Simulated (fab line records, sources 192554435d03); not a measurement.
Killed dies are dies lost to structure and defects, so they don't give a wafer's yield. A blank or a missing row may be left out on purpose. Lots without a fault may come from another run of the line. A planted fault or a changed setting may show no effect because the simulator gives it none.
fab line records | flow n5_finfet
record lots=5 wafers=15 last_day=17
route steps=1938 shown BEOL_M14@1722
lots that met no fault: from a run of the same line without faults
start_h: hours from the record's first day to the start of the lot's first wafer shown | wait_h: hours since the lot's step before | " the same as in the row above | L1.1+2: a row that stands for several wafers | - no value, or no start given | * or withheld: withheld | < > ~ a bound
route shown NAME@n: a module of which the file shows steps, and the number in the route of the first | usual: mean/standard deviation of fault-free wafers | same: alike in all rows | chamber/n: place in a boat | sites: the reading at each site | _std_site: their standard deviation | _edge_site: outer sites' mean less inner sites' | radius_mm: how far each site lies from the wafer's centre | mask NAME#n: copy n | behind: the tool/chamber that last shaped the wafer | hold: why the lot was held/for how many hours/how that ended | device: the transistor (n, p or np) that didn't switch | end of line: the same wafers' tests at the end of the route | a step without rows: its recipe alone | killed: dies lost to structure and defects at the first sort, not the wafer's yield | map: a wafer's dies, x killed, . not, _ none there
set.NAME: the setting as run; set.NAME@STEP: as run at that earlier step | model.NAME: the simulator's own value behind a step, which no gauge read
lots at some steps of the route; a table a step, a row a wafer
services: from which hour (start_h, from the record's first day; less than 0 if before it) a tool's chamber was out of use, for how many hours, and why
## steps
# step N5_BEOL_M14_EXPOSE_07
# recipe mask_id=V13 na=0.8 source_shape=annular sigma_inner=0.5 sigma_outer=0.8 polarization=unpolarized attpsm_phase_deg=180 dose_mj=57
# columns lot.wafer tool chamber start_h wait_h mask
L078.2+3+4 krf_scanner-02 0 270.92 - V13#0
L080.1+4+5 krf_scanner-01 0 287.54 - V13#0
L090.2+3+4 krf_scanner-01 0 354.68 - V13#0
L094.1+3+4 krf_scanner-01 0 365.98 - V13#0
L097.3+4+5 krf_scanner-01 0 383.97 - V13#0
# step N5_BEOL_M14_PEB_08
# recipe peb_temp_c=130 peb_time_s=90
# usual plate_temp_C=130.01/0.15
# same peb_time_s=90
# columns lot.wafer tool chamber start_h wait_h plate_temp_C
L078.2 litho_track-05 0 270.97 0.0 130.26
L078.3 " 0 " " 130.29
L078.4 " 0 " " 129.92
L080.1 litho_track-05 0 287.60 0.1 129.86
L080.4 " 0 " " 130.26
L080.5 " 0 " " 130.21
L090.2 litho_track-01 0 354.74 0.0 129.91
L090.3 " 0 " " 129.89
L090.4 " 0 " " 129.95
L094.1 litho_track-05 0 366.04 0.1 130.36
L094.3 " 0 " " 130.41
L094.4 " 0 " " 130.13
L097.3 litho_track-04 0 384.02 0.0 130.15
L097.4 " 0 " " 129.93
L097.5 " 0 " " 130.14
# step N5_BEOL_M14_DEVELOP_09
# recipe develop_time_s=45 rinse_liquid=diw dry=air_spin dev_temp_c=21
# columns lot.wafer tool chamber start_h wait_h
L078.2+3+4 litho_track-05 0 - -
L080.1+4+5 litho_track-05 0 - -
L090.2+3+4 litho_track-01 0 - -
L094.1+3+4 litho_track-05 0 - -
L097.3+4+5 litho_track-04 0 - -
# step N5_BEOL_M14_HARDBAKE_14
# recipe temp_c=130 time_s=120
# usual plate_temp_C=129.99/0.12
# columns lot.wafer tool chamber start_h wait_h plate_temp_C
L078.2 litho_track-05 0 - - 129.81
L078.3 " 0 " " 129.84
L078.4 " 0 " " 129.96
L080.1 litho_track-05 0 - - 129.98
L080.4 " 0 " " 130.25
L080.5 " 0 " " 129.99
L090.2 litho_track-01 0 - - 130.02
L090.3 " 0 " " 130.05
L090.4 " 0 " " 130.03
L094.1 litho_track-05 0 - - 130.03
L094.3 " 0 " " 129.88
L094.4 " 0 " " 129.99
L097.3 litho_track-04 0 - - 130.06
L097.4 " 0 " " 129.93
L097.5 " 0 " " 130.28
# step N5_BEOL_M14_CD_MEAS_10
# recipe target_cd_nm=250 landing_energy_ev=500 detector=se_inlens polarity=opening
# usual cd_nm=250.0/1.6
# columns lot.wafer tool chamber start_h wait_h cd_nm
L078.2 cd_sem-01 0 271.09 - 248.8
L078.3 " 0 " " 249.2
L078.4 " 0 " " 249.4
L080.1 cd_sem-03 0 287.72 - 250.2
L080.4 " 0 " " 250.9
L080.5 " 0 " " 254.4
L090.2 cd_sem-01 0 354.85 - 249.6
L090.3 " 0 " " 247.1
L090.4 " 0 " " 246.7
L094.1 cd_sem-01 0 366.16 - 249.9
L094.3 " 0 " " 247.7
L094.4 " 0 " " 250.4
L097.3 cd_sem-01 0 384.14 - 249.1
L097.4 " 0 " " 250.9
L097.5 " 0 " " 252.1
# step N5_BEOL_M14_OVL_MEAS_11
# recipe points_per_wafer=44
# usual V13_OVL=0/5.8
# columns lot.wafer tool chamber start_h wait_h V13_OVL[nm]
L078.2 overlay-01 0 271.12 0.0 3
L078.3 " 0 " " 8
L078.4 " 0 " " 2
L080.1 overlay-02 0 287.75 0.0 8
L080.4 " 0 " " -4
L080.5 " 0 " " 4
L090.2 overlay-02 0 354.88 0.0 -1
L090.3 " 0 " " 0
L090.4 " 0 " " -4
L094.1 overlay-01 0 366.19 0.0 -1
L094.3 " 0 " " -10
L094.4 " 0 " " -8
L097.3 overlay-01 0 384.17 0.0 -6
L097.4 " 0 " " 4
L097.5 " 0 " " -8
# step N5_BEOL_M14_INSPECT_12
# recipe mode=adi inspect_instrument=macro
# usual raw_defect_count=1.9/1.4
# columns lot.wafer tool chamber start_h wait_h raw_defect_count
L078.2 defect_inspect-01 - 271.14 0.0 2
L078.3 " - " " 1
L078.4 " - " " 5
L080.1 defect_inspect-01 - 287.77 0.0 1
L080.4 " - " " 2
L080.5 " - " " 5
L090.2 defect_inspect-01 - 354.91 0.0 2
L090.3 " - " " 0
L090.4 " - " " 1
L094.1 defect_inspect-01 - 366.21 0.0 2
L094.3 " - " " 2
L094.4 " - " " 1
L097.3 defect_inspect-01 - 384.19 0.0 1
L097.4 " - " " 1
L097.5 " - " " 0
# step N5_BEOL_M14_DESCUM_15
# recipe chemistry=O2 time_s=7.9 source_power_w=50 bias_power_w=20 pressure_mtorr=20 rf_frequency_hz=2.712e+07 temp_c=40 o2_flow_sccm=225
# usual chamber_pressure_mTorr=19.997/0.019 drypump_motor_current_A=5.6/0.53 oes_product_au=0.81/0.094 rf_vpp_V=243.3/1.2 showerhead_plenum_p_Torr=2.10/0.058 throttle_valve_pct=20.51/0.25
# columns lot.wafer tool chamber start_h wait_h chamber_pressure_mTorr drypump_motor_current_A oes_product_au rf_hours_counter_h rf_vpp_V showerhead_plenum_p_Torr throttle_valve_pct
L078.2 rie_diel-01 1 271.41 0.3 19.970 5.9 0.89 39 242.6 2.05 20.38
L078.3 " 0 " " 19.995 5.1 0.80 93 241.2 2.02 20.46
L078.4 " 2 " " 20.015 6.1 0.71 220 244.8 2.17 20.70
L080.1 rie_diel-05 3 287.82 0.1 19.977 5.7 0.81 92 244.8 2.18 20.05
L080.4 " 0 " " 20.005 6.6 0.94 18 242.5 2.05 20.03
L080.5 " 1 " " 19.989 5.7 0.75 - 244.4 2.18 20.60
L090.2 rie_diel-06 1 354.94 0.0 20.014 5.2 0.69 213 242.4 2.07 20.36
L090.3 " 2 " " 20.005 6.6 0.88 33 244.6 2.14 20.39
L090.4 " 3 " " 20.010 5.8 0.68 220 242.4 2.08 20.78
L094.1 rie_diel-05 0 366.37 0.2 20.013 6.6 0.89 47 242.0 2.04 20.09
L094.3 " 2 " " 19.990 5.1 0.93 29 244.1 2.13 20.42
L094.4 " 3 " " 19.985 5.7 0.77 119 246.0 2.17 20.10
L097.3 rie_diel-05 2 384.22 0.0 19.988 5.1 0.92 34 244.4 2.13 20.42
L097.4 " 1 " " 19.987 5.7 0.72 172 243.6 2.16 20.67
L097.5 " 1 " " 19.986 5.7 0.72 - 244.0 2.16 20.64
# step N5_BEOL_M14_ETCH_59
# recipe chemistry=N2/H2 target=BARC target_depth_a=890 overetch_a=267 time_s=67.9 ion_energy_ev=200 pressure_mtorr=30 source_w=840 bias_w=150 n2_flow_sccm=200 h2_flow_sccm=200
# usual chamber_pressure_mTorr=30.00/0.03 drypump_motor_current_A=5.6/0.53 oes_product_au=0.69/0.077 rf_vpp_V=524.0/2.2 showerhead_plenum_p_Torr=2.55/0.074 throttle_valve_pct=17.88/0.22
# columns lot.wafer tool chamber start_h wait_h chamber_pressure_mTorr drypump_motor_current_A oes_product_au rf_hours_counter_h rf_vpp_V showerhead_plenum_p_Torr throttle_valve_pct
L078.2 rie_diel-01 1 271.45 0.0 30.04 5.9 0.75 39 521.5 2.48 17.78
L078.3 " 0 " " 29.98 5.2 0.68 93 521.9 2.44 17.77
L078.4 " 2 " " 29.97 6.1 0.61 220 526.0 2.63 18.18
L080.1 rie_diel-05 3 287.86 0.0 29.94 5.7 0.69 92 527.8 2.67 17.61
L080.4 " 0 " " 29.99 6.6 0.80 18 522.0 2.49 17.61
L080.5 " 1 " " 30.04 5.7 0.65 - 526.2 2.65 18.09
L090.2 rie_diel-06 1 354.97 0.0 29.98 5.1 0.61 213 522.3 2.51 17.73
L090.3 " 2 " " 30.03 6.6 0.77 33 524.2 2.58 17.62
L090.4 " 3 " " 29.99 5.8 0.60 220 522.2 2.52 18.17
L094.1 rie_diel-05 0 366.41 0.0 29.98 6.6 0.75 47 524.4 2.48 17.64
L094.3 " 2 " " 30.05 5.1 0.78 29 524.0 2.60 17.87
L094.4 " 3 " " 29.96 5.8 0.66 120 526.4 2.66 17.64
L097.3 rie_diel-05 2 384.26 0.0 30.01 5.1 0.77 34 524.0 2.60 17.90
L097.4 " 1 " " 29.98 5.7 0.63 172 526.3 2.64 18.15
L097.5 " 1 " " 30.05 5.8 0.62 - 526.3 2.64 18.17
# step N5_BEOL_M14_VIA_ETCH_16
# recipe chemistry=C4F8/O2/Ar target=SiO2 he_inner_torr=15 he_outer_torr=30 target_depth_a=12313 time_s=withheld ion_energy_ev=800 pressure_mtorr=20 source_w=1905 bias_w=2040 Ar_flow_sccm=400 C4F8_flow_sccm=16 O2_flow_sccm=12 ends=cleared
# usual chamber_pressure_mTorr=19.999/0.018 drypump_motor_current_A=5.6/0.54 oes_f_703_au=0.80/0.087 oes_product_au=0.73/0.083 rf_vpp_V=2244/27 showerhead_plenum_p_Torr=3.45/0.093 throttle_valve_pct=30.95/0.22
# columns lot.wafer tool chamber start_h wait_h chamber_pressure_mTorr drypump_motor_current_A oes_f_703_au oes_product_au rf_vpp_V showerhead_plenum_p_Torr throttle_valve_pct
L078.2 rie_diel-01 1 271.50 0.0 20.015 6.0 0.88 0.80 2224 3.36 30.82
L078.3 " 0 " " 19.989 5.2 0.77 0.71 2273 3.34 30.88
L078.4 " 2 " " 20.020 6.1 0.73 0.64 2216 3.53 31.04
L080.1 rie_diel-05 3 287.91 0.0 19.985 5.7 0.79 0.72 2225 3.59 30.54
L080.4 " 0 " " 20.012 6.6 0.92 0.85 2225 3.40 30.79
L080.5 " 1 " " 19.989 5.8 0.75 0.68 2299 3.57 31.05
L090.2 rie_diel-06 1 355.03 0.0 20.017 5.1 0.69 0.63 2205 3.42 30.86
L090.3 " 2 " " 19.983 6.6 0.88 0.80 2253 3.51 30.87
L090.4 " 3 " " 19.999 5.8 0.70 0.63 2213 3.38 30.90
L094.1 rie_diel-05 0 366.46 0.0 20.023 6.6 0.87 0.80 2225 3.38 30.83
L094.3 " 2 " " 19.967 5.1 0.89 0.83 2275 3.54 31.17
L094.4 " 3 " " 19.979 5.7 0.76 0.70 2224 3.58 30.56
L097.3 rie_diel-05 2 384.31 0.0 19.996 5.1 0.89 0.82 2275 3.53 31.18
L097.4 " 1 " " 19.961 5.7 0.73 0.65 2297 3.55 31.07
L097.5 " 1 " " 20.010 5.8 0.73 0.65 2297 3.55 31.06
# step N5_BEOL_M14_STRIP_63
# recipe chemistry=O2 power_w=600 temp_c=60 pressure_mtorr=30 rf_frequency_hz=6e+07 bias_power_w=0 overash_fraction=0.3 o2_flow_sccm=225
# usual chamber_pressure_mTorr=30.00/0.051 drypump_motor_current_A=5.6/0.53 oes_product_au=0.80/0.095 rf_vpp_V=3.5/0.85 showerhead_plenum_p_Torr=2.11/0.058 throttle_valve_pct=16.75/0.24
# columns lot.wafer tool chamber start_h wait_h chamber_pressure_mTorr drypump_motor_current_A oes_product_au rf_hours_counter_h rf_vpp_V showerhead_plenum_p_Torr throttle_valve_pct
L078.2 rie_diel-01 1 - - 29.91 5.9 0.90 39 3.3 2.05 16.57
L078.3 " 0 " " 29.93 5.2 0.79 94 4.1 2.02 16.76
L078.4 " 2 " " 30.05 6.1 0.71 220 3.1 2.18 16.93
L080.1 rie_diel-05 3 - - 30.06 5.7 0.82 92 3.7 2.19 16.33
L080.4 " 0 " " 30.05 6.6 0.96 18 3.1 2.05 16.27
L080.5 " 1 " " 29.97 5.7 0.76 - 4.5 2.18 16.80
L090.2 rie_diel-06 1 - - 30.18 5.2 0.67 213 2.5 2.07 16.68
L090.3 " 2 " " 30.02 6.6 0.88 33 2.9 2.14 16.60
L090.4 " 3 " " 30.05 5.7 0.69 220 3.5 2.08 17.08
L094.1 rie_diel-05 0 - - 29.95 6.6 0.90 47 3.9 2.04 16.30
L094.3 " 2 " " 29.99 5.1 0.93 29 2.5 2.13 16.63
L094.4 " 3 " " 30.07 5.7 0.76 120 2.7 2.18 16.41
L097.3 rie_diel-05 2 - - 29.96 5.1 0.92 35 4.7 2.13 16.64
L097.4 " 1 " " 30.04 5.7 0.72 172 3.2 2.17 16.91
L097.5 " 1 " " 29.95 5.7 0.72 - 3.0 2.17 16.90
# step N5_BEOL_M14_STRIP_64
# recipe chemistry=O2 power_w=600 temp_c=60 pressure_mtorr=30 rf_frequency_hz=6e+07 bias_power_w=0 overash_fraction=0.3 o2_flow_sccm=225
# usual chamber_pressure_mTorr=29.998/0.027 drypump_motor_current_A=5.6/0.53 oes_product_au=0.81/0.094 rf_vpp_V=3.7/0.58 showerhead_plenum_p_Torr=2.11/0.058 throttle_valve_pct=16.74/0.24
# columns lot.wafer tool chamber start_h wait_h chamber_pressure_mTorr drypump_motor_current_A oes_product_au rf_hours_counter_h rf_vpp_V showerhead_plenum_p_Torr throttle_valve_pct
L078.2 rie_diel-01 1 - - 30.038 5.9 0.88 39 2.6 2.05 16.58
L078.3 " 0 " " 29.961 5.2 0.79 94 4.5 2.03 16.75
L078.4 " 2 " " 29.988 6.0 0.72 220 4.1 2.18 16.96
L080.1 rie_diel-05 3 - - 30.001 5.7 0.80 92 4.0 2.19 16.35
L080.4 " 0 " " 30.014 6.6 0.95 18 2.7 2.05 16.25
L080.5 " 1 " " 30.003 5.8 0.75 - 3.4 2.18 16.83
L090.2 rie_diel-06 1 - - 29.964 5.2 0.70 213 3.7 2.07 16.65
L090.3 " 2 " " 30.012 6.6 0.89 33 3.7 2.14 16.58
L090.4 " 3 " " 29.986 5.8 0.70 220 2.8 2.08 17.07
L094.1 rie_diel-05 0 - - 30.014 6.6 0.89 47 4.4 2.04 16.32
L094.3 " 2 " " 29.998 5.1 0.93 29 4.3 2.13 16.64
L094.4 " 3 " " 29.940 5.7 0.78 120 3.5 2.18 16.40
L097.3 rie_diel-05 2 - - 29.965 5.1 0.91 35 4.0 2.13 16.67
L097.4 " 1 " " 29.990 5.8 0.72 172 3.9 2.17 16.89
L097.5 " 1 " " 30.027 5.7 0.72 - 3.7 2.17 16.92
# step N5_BEOL_M14_STRIP_71
# recipe chemistry=post_etch_residue_remover time_s=60 temp_c=25 remover_ph=withheld remover_water_wt_pct=withheld remover_fluoride_wt_pct=withheld
# columns lot.wafer tool chamber start_h wait_h
L078.2+3+4 wet_bench-03 7,6,4 271.79 -
L080.1+4+5 wet_bench-02 4,5,3 288.20 -
L090.2+3+4 wet_bench-03 5,2,4 355.31 -
L094.1+3+4 wet_bench-03 0,4,5 366.75 -
L097.3+4+5 wet_bench-05 6,0,7 384.61 -
# step N5_BEOL_M14_SRD_72
# recipe time_s=30 temp_c=23 rinse_liquid=diw dry=n2_spin spin_rpm=1500 dry_time_s=30
# columns lot.wafer tool chamber start_h wait_h
L078.2+3+4 wet_bench-03 7,6,4 271.81 0.0
L080.1+4+5 wet_bench-02 4,5,3 288.22 0.0
L090.2+3+4 wet_bench-03 5,2,4 355.33 0.0
L094.1+3+4 wet_bench-03 0,4,5 366.77 0.0
L097.3+4+5 wet_bench-05 6,0,7 384.62 0.0
# step N5_BEOL_M14_CD_MEAS_17
# recipe target_cd_nm=250 polarity=opening
# usual cd_nm=250.8/2
# columns lot.wafer tool chamber start_h wait_h cd_nm
L078.2 cd_sem-01 - 271.85 0.0 250.3
L078.3 " - " " 249.1
L078.4 " - " " 250.9
L080.1 cd_sem-02 - 288.26 0.0 253.2
L080.4 " - " " 252.4
L080.5 " - " " 255.3
L090.2 cd_sem-01 - 355.38 0.0 251.4
L090.3 " - " " 247.5
L090.4 " - " " 246.7
L094.1 cd_sem-03 - 366.81 0.0 251.8
L094.3 " - " " 248.4
L094.4 " - " " 253.3
L097.3 cd_sem-02 - 384.67 0.0 250.2
L097.4 " - " " 253.2
L097.5 " - " " 253.3
# step N5_BEOL_M14_COAT_65
# recipe resist=SOC temp_c=250 time_s=60 spin_rpm=1500 resist_thk_nm=450
# usual plate_temp_C=249.96/0.17
# columns lot.wafer tool chamber start_h wait_h plate_temp_C
L078.2 litho_track-04 0 271.89 0.0 249.77
L078.3 " 0 " " 250.06
L078.4 " 0 " " 250.00
L080.1 litho_track-04 0 288.29 0.0 250.04
L080.4 " 0 " " 249.94
L080.5 " 0 " " 250.11
L090.2 litho_track-04 0 355.41 0.0 249.88
L090.3 " 0 " " 249.77
L090.4 " 0 " " 249.97
L094.1 litho_track-05 0 366.84 0.0 249.66
L094.3 " 0 " " 249.87
L094.4 " 0 " " 249.69
L097.3 litho_track-04 0 384.70 0.0 249.99
L097.4 " 0 " " 249.92
L097.5 " 0 " " 249.99
# step N5_BEOL_M14_COAT_66
# recipe resist=SiARC temp_c=220 time_s=60 spin_rpm=1500 resist_thk_nm=110
# usual plate_temp_C=219.95/0.19
# columns lot.wafer tool chamber start_h wait_h plate_temp_C
L078.2 litho_track-04 0 - - 220.18
L078.3 " 0 " " 220.03
L078.4 " 0 " " 220.04
L080.1 litho_track-04 0 - - 219.66
L080.4 " 0 " " 219.68
L080.5 " 0 " " 219.73
L090.2 litho_track-04 0 - - 219.75
L090.3 " 0 " " 219.74
L090.4 " 0 " " 219.69
L094.1 litho_track-05 0 - - 220.14
L094.3 " 0 " " 220.00
L094.4 " 0 " " 220.25
L097.3 litho_track-04 0 - - 220.08
L097.4 " 0 " " 220.11
L097.5 " 0 " " 220.11
# step N5_BEOL_M14_COAT_22
# recipe spin_rpm=2888 resist_thk_nm=300
# columns lot.wafer tool chamber start_h wait_h
L078.2+3+4 litho_track-04 0 - -
L080.1+4+5 litho_track-04 0 - -
L090.2+3+4 litho_track-04 0 - -
L094.1+3+4 litho_track-05 0 - -
L097.3+4+5 litho_track-04 0 - -
# step N5_BEOL_M14_EBR_24
# recipe solvent=PGMEA ebr_width_mm=1.5
# columns lot.wafer tool chamber start_h wait_h
L078.2+3+4 litho_track-04 0 - -
L080.1+4+5 litho_track-04 0 - -
L090.2+3+4 litho_track-04 0 - -
L094.1+3+4 litho_track-05 0 - -
L097.3+4+5 litho_track-04 0 - -
# step N5_BEOL_M14_SOFTBAKE_23
# recipe temp_c=130 time_s=60
# usual plate_temp_C=129.98/0.14
# columns lot.wafer tool chamber start_h wait_h plate_temp_C
L078.2 litho_track-04 0 - - 130.08
L078.3 " 0 " " 130.03
L078.4 " 0 " " 129.91
L080.1 litho_track-04 0 - - 129.92
L080.4 " 0 " " 129.92
L080.5 " 0 " " 129.62
L090.2 litho_track-04 0 - - 130.06
L090.3 " 0 " " 130.23
L090.4 " 0 " " 130.20
L094.1 litho_track-05 0 - - 130.06
L094.3 " 0 " " 129.81
L094.4 " 0 " " 129.78
L097.3 litho_track-04 0 - - 130.10
L097.4 " 0 " " 129.95
L097.5 " 0 " " 130.01
# step N5_BEOL_M14_EXPOSE_25
# recipe mask_id=M14 na=0.8 source_shape=annular sigma_inner=0.5 sigma_outer=0.8 polarization=unpolarized target_cd_nm=280 dose_mj=26.6
# columns lot.wafer tool chamber start_h wait_h mask
L078.2+3+4 krf_scanner-01 0 272.13 - M14#0
L080.1+4+5 krf_scanner-02 0 288.41 - M14#0
L090.2+3+4 krf_scanner-01 0 355.53 - M14#0
L094.1+3+4 krf_scanner-01 0 366.96 - M14#0
L097.3+4+5 krf_scanner-02 0 384.96 - M14#0
# step N5_BEOL_M14_PEB_26
# recipe peb_temp_c=130 peb_time_s=90
# usual plate_temp_C=130.00/0.13
# same peb_time_s=90
# columns lot.wafer tool chamber start_h wait_h plate_temp_C
L078.2 litho_track-04 0 272.19 0.0 129.84
L078.3 " 0 " " 129.79
L078.4 " 0 " " 130.05
L080.1 litho_track-04 0 288.47 0.1 130.26
L080.4 " 0 " " 130.14
L080.5 " 0 " " 130.11
L090.2 litho_track-04 0 355.59 0.0 130.16
L090.3 " 0 " " 130.27
L090.4 " 0 " " 130.08
L094.1 litho_track-01 0 367.02 0.1 130.13
L094.3 " 0 " " 130.07
L094.4 " 0 " " 130.05
L097.3 litho_track-01 0 385.00 0.0 130.19
L097.4 " 0 " " 130.02
L097.5 " 0 " " 129.91
# step N5_BEOL_M14_DEVELOP_27
# recipe develop_time_s=45 rinse_liquid=diw dry=air_spin dev_temp_c=21
# columns lot.wafer tool chamber start_h wait_h
L078.2+3+4 litho_track-04 0 - -
L080.1+4+5 litho_track-04 0 - -
L090.2+3+4 litho_track-04 0 - -
L094.1+3+4 litho_track-01 0 - -
L097.3+4+5 litho_track-01 0 - -
# step N5_BEOL_M14_HARDBAKE_32
# recipe temp_c=130 time_s=120
# usual plate_temp_C=130.04/0.13
# columns lot.wafer tool chamber start_h wait_h plate_temp_C
L078.2 litho_track-04 0 - - 129.98
L078.3 " 0 " " 129.96
L078.4 " 0 " " 129.94
L080.1 litho_track-04 0 - - 130.02
L080.4 " 0 " " 129.96
L080.5 " 0 " " 129.92
L090.2 litho_track-04 0 - - 129.96
L090.3 " 0 " " 130.21
L090.4 " 0 " " 130.10
L094.1 litho_track-01 0 - - 129.97
L094.3 " 0 " " 130.25
L094.4 " 0 " " 130.20
L097.3 litho_track-01 0 - - 130.13
L097.4 " 0 " " 130.04
L097.5 " 0 " " 130.17
# step N5_BEOL_M14_CD_MEAS_28
# recipe target_cd_nm=284.4 landing_energy_ev=500 detector=se_inlens
# usual cd_nm=284.8/1.9
# columns lot.wafer tool chamber start_h wait_h cd_nm
L078.2 cd_sem-01 0 272.30 - 287.2
L078.3 " 0 " " 286.5
L078.4 " 0 " " 284.5
L080.1 cd_sem-03 0 288.58 - 285.6
L080.4 " 0 " " 284.5
L080.5 " 0 " " 286.0
L090.2 cd_sem-03 0 355.70 - 283.5
L090.3 " 0 " " 285.3
L090.4 " 0 " " 284.3
L094.1 cd_sem-02 0 367.14 - 284.0
L094.3 " 0 " " 283.2
L094.4 " 0 " " 284.4
L097.3 cd_sem-03 0 385.12 - 284.9
L097.4 " 0 " " 283.7
L097.5 " 0 " " 283.2
# step N5_BEOL_M14_OVL_MEAS_29
# recipe points_per_wafer=44
# usual M14_OVL=1/5.5
# columns lot.wafer tool chamber start_h wait_h M14_OVL[nm]
L078.2 overlay-01 0 272.33 0.0 8
L078.3 " 0 " " 9
L078.4 " 0 " " 6
L080.1 overlay-01 0 288.61 0.0 -4
L080.4 " 0 " " -7
L080.5 " 0 " " 1
L090.2 overlay-01 0 355.74 0.0 5
L090.3 " 0 " " 5
L090.4 " 0 " " -5
L094.1 overlay-02 0 367.17 0.0 7
L094.3 " 0 " " 1
L094.4 " 0 " " 7
L097.3 overlay-01 0 385.15 0.0 -3
L097.4 " 0 " " 0
L097.5 " 0 " " -5
# step N5_BEOL_M14_INSPECT_30
# recipe mode=adi inspect_instrument=macro
# usual raw_defect_count=2.0/1.4
# columns lot.wafer tool chamber start_h wait_h raw_defect_count
L078.2 defect_inspect-02 - 272.35 0.0 1
L078.3 " - " " 1
L078.4 " - " " 1
L080.1 defect_inspect-02 - 288.64 0.0 1
L080.4 " - " " 5
L080.5 " - " " 1
L090.2 defect_inspect-02 - 355.76 0.0 1
L090.3 " - " " 5
L090.4 " - " " 1
L094.1 defect_inspect-01 - 367.19 0.0 3
L094.3 " - " " 2
L094.4 " - " " 0
L097.3 defect_inspect-01 - 385.17 0.0 0
L097.4 " - " " 4
L097.5 " - " " 1
# step N5_BEOL_M14_DESCUM_33
# recipe chemistry=O2 time_s=7.9 source_power_w=50 bias_power_w=20 pressure_mtorr=20 rf_frequency_hz=2.712e+07 temp_c=40 o2_flow_sccm=225
# usual chamber_pressure_mTorr=20.002/0.02 drypump_motor_current_A=5.7/0.58 oes_product_au=0.80/0.089 rf_vpp_V=243.3/1.3 showerhead_plenum_p_Torr=2.10/0.053 throttle_valve_pct=20.46/0.24
# columns lot.wafer tool chamber start_h wait_h chamber_pressure_mTorr drypump_motor_current_A oes_product_au rf_hours_counter_h rf_vpp_V showerhead_plenum_p_Torr throttle_valve_pct
L078.2 rie_diel-06 0 272.47 0.1 19.984 4.9 0.82 79 242.1 2.05 20.62
L078.3 " 1 " " 19.947 5.2 0.72 182 243.4 2.08 20.31
L078.4 " 3 " " 20.012 5.8 0.71 194 241.9 2.09 20.76
L080.1 rie_diel-06 3 288.67 0.0 20.009 5.8 0.70 200 242.6 2.08 20.74
L080.4 " 2 " " 19.998 6.6 0.95 9 243.6 2.15 20.34
L080.5 " 2 " " 20.048 6.6 0.95 - 244.2 2.15 20.34
L090.2 rie_diel-06 0 355.80 0.0 19.996 4.9 0.78 109 241.9 2.04 20.69
L090.3 " 1 " " 20.030 5.2 0.71 213 243.5 2.07 20.36
L090.4 " 3 " " 19.998 5.8 0.70 221 242.5 2.08 20.79
L094.1 rie_diel-05 2 367.22 0.0 19.998 5.1 0.93 29 244.2 2.13 20.42
L094.3 " 0 " " 19.988 6.6 0.89 48 242.9 2.04 20.10
L094.4 " 1 " " 20.003 5.7 0.72 167 246.0 2.17 20.63
L097.3 rie_diel-06 3 385.21 0.0 19.989 5.8 0.68 231 242.4 2.07 20.81
L097.4 " 0 " " 20.003 4.9 0.79 119 242.4 2.04 20.70
L097.5 " 1 " " 19.997 5.2 0.69 - 243.6 2.06 20.38
# step N5_BEOL_M14_ETCH_67
# recipe chemistry=CF4 target=SiARC target_depth_a=1430 time_s=238.3 ion_energy_ev=80 pressure_mtorr=40 source_w=545 bias_w=36 Ar_flow_sccm=100 cf4_flow_sccm=100 ends=cleared
# usual chamber_pressure_mTorr=40.00/0.04 drypump_motor_current_A=5.7/0.58 etch_rf_on_time_s=239/3.9 oes_product_au=0.68/0.075 rf_vpp_V=184.1/1 showerhead_plenum_p_Torr=2.15/0.055 throttle_valve_pct=15.63/0.22
# columns lot.wafer tool chamber start_h wait_h chamber_pressure_mTorr drypump_motor_current_A etch_rf_on_time_s oes_product_au rf_hours_counter_h rf_vpp_V showerhead_plenum_p_Torr throttle_valve_pct
L078.2 rie_diel-06 0 272.51 0.0 39.96 4.9 236 0.69 79 184.2 2.09 15.65
L078.3 " 1 " " 39.96 5.2 239 0.62 182 183.7 2.14 15.60
L078.4 " 3 " " 39.92 5.8 238 0.60 194 183.9 2.13 15.94
L080.1 rie_diel-06 3 288.71 0.0 39.94 5.8 239 0.60 200 183.7 2.12 15.95
L080.4 " 2 " " 40.02 6.6 243 0.81 9 187.0 2.19 15.42
L080.5 " 2 " " 40.00 6.6 241 0.81 - 184.9 2.19 15.43
L090.2 rie_diel-06 0 355.83 0.0 40.05 4.9 237 0.66 109 183.2 2.08 15.72
L090.3 " 1 " " 39.89 5.2 242 0.60 213 183.4 2.13 15.65
L090.4 " 3 " " 40.04 5.8 240 0.58 221 182.7 2.12 15.99
L094.1 rie_diel-05 2 367.26 0.0 39.97 5.1 234 0.79 29 184.8 2.18 15.59
L094.3 " 0 " " 39.97 6.6 238 0.75 48 182.8 2.09 15.26
L094.4 " 1 " " 39.97 5.7 243 0.62 167 184.7 2.22 15.91
L097.3 rie_diel-06 3 385.24 0.0 40.05 5.8 239 0.58 231 183.9 2.11 16.00
L097.4 " 0 " " 40.09 4.9 237 0.66 119 183.6 2.07 15.74
L097.5 " 1 " " 40.01 5.1 241 0.60 - 184.0 2.12 15.70
## services
# columns tool chamber start_h hours kind
rie_diel-05 1 251.98 3.1 repair
rie_diel-05 2 263.06 - clean
rie_diel-05 2 263.06 - consumable_replace:focus_ring
rie_diel-05 2 263.06 23.8 scheduled_down
rie_diel-05 2 263.06 23.8 vent_cycle
krf_scanner-02 - 273.11 1.3 pm
litho_track-04 - 274.28 - consumable_replace:filter
krf_scanner-01 - 282.13 1.0 pm
rie_diel-01 2 285.88 1.5 repair
rie_diel-01 0 288.34 2.1 repair
krf_scanner-01 - 299.88 2.2 repair
rie_diel-01 3 305.54 - clean
rie_diel-01 3 305.54 - consumable_replace:focus_ring
rie_diel-01 3 305.54 19.3 scheduled_down
wet_bench-03 - 317.76 1.9 pm
krf_scanner-02 - 323.54 0.8 pm
rie_diel-06 3 325.99 4.0 repair
krf_scanner-02 - 326.94 36.0 pm
rie_diel-06 2 334.33 4.9 repair
rie_diel-06 3 343.16 4.0 repair
krf_scanner-01 - 345.47 9.0 repair
wet_bench-03 - 346.62 6.0 repair
krf_scanner-01 - 362.95 1.3 pm
krf_scanner-01 - 367.00 0.8 pm
## key
fault none
